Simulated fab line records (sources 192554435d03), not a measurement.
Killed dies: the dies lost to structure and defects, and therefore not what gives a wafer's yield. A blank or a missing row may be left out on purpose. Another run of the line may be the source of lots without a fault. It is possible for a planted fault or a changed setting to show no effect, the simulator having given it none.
Lot-split experiment :: flow n5-finfet :: on a route of 1938 steps: 7 lots, 21 wafers read

ON THE SPLIT
At N5_BEOL_M11_ETCH_41 (etches SiCN in CH3F/O2, target depth 42.6 nm, time 86 s), the setting time-s was moved away from the recipe's 86 s on 8 of the 21 wafers read, by -17.5% to +20.1%. For the rest of the wafers, this setting stayed at what the recipe calls for.

The reading is taken at the split's own step.

THE READING
etch.depth-nm (the simulator's own value, which no gauge read), in nm, at N5_BEOL_M11_ETCH_41 (etches SiCN in CH3F/O2, target depth 42.6 nm, time 86 s). The file does not state a usual value for it. Here, 13 wafers ran the recipe; their average is 32.18 nm with a standard deviation of 0.48 nm.

wafer: L077.1
tool, chamber at the split: rie-diel-02, 0
time-s as run, s: 99.93
against the recipe: +16.2%
etch.depth-nm, nm: 36.63
against lot-mates on the recipe: +4.67

wafer: L077.2
tool, chamber at the split: rie-diel-02, 2
time-s as run, s: 86
against the recipe: recipe
etch.depth-nm, nm: 32.22
against lot-mates on the recipe: -

wafer: L077.4
tool, chamber at the split: rie-diel-02, 3
time-s as run, s: 86
against the recipe: recipe
etch.depth-nm, nm: 31.7
against lot-mates on the recipe: -

wafer: L079.1
tool, chamber at the split: rie-diel-01, 0
time-s as run, s: 86
against the recipe: recipe
etch.depth-nm, nm: 31.5
against lot-mates on the recipe: -

wafer: L079.3
tool, chamber at the split: rie-diel-01, 1
time-s as run, s: 86
against the recipe: recipe
etch.depth-nm, nm: 31.85
against lot-mates on the recipe: -

wafer: L079.4
tool, chamber at the split: rie-diel-01, 3
time-s as run, s: 86
against the recipe: recipe
etch.depth-nm, nm: 32.72
against lot-mates on the recipe: -

wafer: L087.1
tool, chamber at the split: rie-diel-03, 1
time-s as run, s: 86
against the recipe: recipe
etch.depth-nm, nm: 31.68
against lot-mates on the recipe: -

wafer: L087.2
tool, chamber at the split: rie-diel-03, 2
time-s as run, s: 86
against the recipe: recipe
etch.depth-nm, nm: 32.3
against lot-mates on the recipe: -

wafer: L087.4
tool, chamber at the split: rie-diel-03, 0
time-s as run, s: 103.3
against the recipe: +20.1%
etch.depth-nm, nm: 38.6
against lot-mates on the recipe: +6.61

wafer: L089.2
tool, chamber at the split: rie-diel-01, 1
time-s as run, s: 86
against the recipe: recipe
etch.depth-nm, nm: 32.41
against lot-mates on the recipe: -

wafer: L089.3
tool, chamber at the split: rie-diel-01, 0
time-s as run, s: 70.98
against the recipe: -17.5%
etch.depth-nm, nm: 26.3
against lot-mates on the recipe: -6.11

wafer: L089.6
tool, chamber at the split: rie-diel-01, 1
time-s as run, s: 70.98
against the recipe: -17.5%
etch.depth-nm, nm: 26.89
against lot-mates on the recipe: -5.52

wafer: L093.3
tool, chamber at the split: rie-diel-02, 0
time-s as run, s: 86
against the recipe: recipe
etch.depth-nm, nm: 32.35
against lot-mates on the recipe: -

wafer: L093.5
tool, chamber at the split: rie-diel-02, 3
time-s as run, s: 86
against the recipe: recipe
etch.depth-nm, nm: 32.71
against lot-mates on the recipe: -

wafer: L093.6
tool, chamber at the split: rie-diel-02, 0
time-s as run, s: 98.75
against the recipe: +14.8%
etch.depth-nm, nm: 36.84
against lot-mates on the recipe: +4.31

wafer: L092.2
tool, chamber at the split: rie-diel-03, 0
time-s as run, s: 97.95
against the recipe: +13.9%
etch.depth-nm, nm: 36.58
against lot-mates on the recipe: +4.73

wafer: L092.4
tool, chamber at the split: rie-diel-03, 2
time-s as run, s: 86
against the recipe: recipe
etch.depth-nm, nm: 32.07
against lot-mates on the recipe: -

wafer: L092.5
tool, chamber at the split: rie-diel-03, 3
time-s as run, s: 86
against the recipe: recipe
etch.depth-nm, nm: 31.63
against lot-mates on the recipe: -

wafer: L096.3
tool, chamber at the split: rie-diel-01, 3
time-s as run, s: 102.4
against the recipe: +19.1%
etch.depth-nm, nm: 39.59
against lot-mates on the recipe: +6.42

wafer: L096.4
tool, chamber at the split: rie-diel-01, 2
time-s as run, s: 86
against the recipe: recipe
etch.depth-nm, nm: 33.17
against lot-mates on the recipe: -

wafer: L096.6
tool, chamber at the split: rie-diel-01, 2
time-s as run, s: 102.4
against the recipe: +19.1%
etch.depth-nm, nm: 39.36
against lot-mates on the recipe: +6.19

THE FIT
A straight line over all 21 wafers: etch.depth-nm changes by +0.332 nm for each +1% of time-s; r = +0.99; the points scatter about the line by 0.57 nm.
The same after taking each lot's own level away (the mean of its wafers on the recipe; 21 wafers): +0.325 nm for each +1%; r = +1.00; scatter 0.34 nm.
Per that fit: largest time-s move, reading shift of 6.5 nm.
Across the lots, their own levels run from 31.850 to 33.170 nm, a range of 2.7 times the standard deviation given above.
The two slopes are in agreement: the lot-to-lot level therefore moves the slope only a little.
Check: for one of the wafers moved furthest among these (+20.1%), held out of the fit, the line's prediction against its lot-mates is +6.46 nm. It came out at +6.61 nm against them.

ADDITIONAL SPLITS CARRIED BY THESE WAFERS
These wafers also went through other splits before the reading. Each is held against what the fit with the lots' levels taken away leaves over:
other split on the same wafers: N5_BEOL_M8_EXPOSE_08 dose-mj
wafers away from the commonest value: 3
r with etch.depth-nm (lot level and that fit taken away): -0.04

other split on the same wafers: N5_BEOL_M8_DEP_56 time-s
wafers away from the commonest value: 5
r with etch.depth-nm (lot level and that fit taken away): -0.22

other split on the same wafers: N5_BEOL_M10_COAT_63 spin-rpm
wafers away from the commonest value: 10
r with etch.depth-nm (lot level and that fit taken away): +0.08

other split on the same wafers: N5_BEOL_M10_COAT_22 spin-rpm
wafers away from the commonest value: 5
r with etch.depth-nm (lot level and that fit taken away): +0.17

THE FILE'S OWN FIT
etch.depth-nm changes by +0.32 nm for each +1% of time-s, r = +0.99.
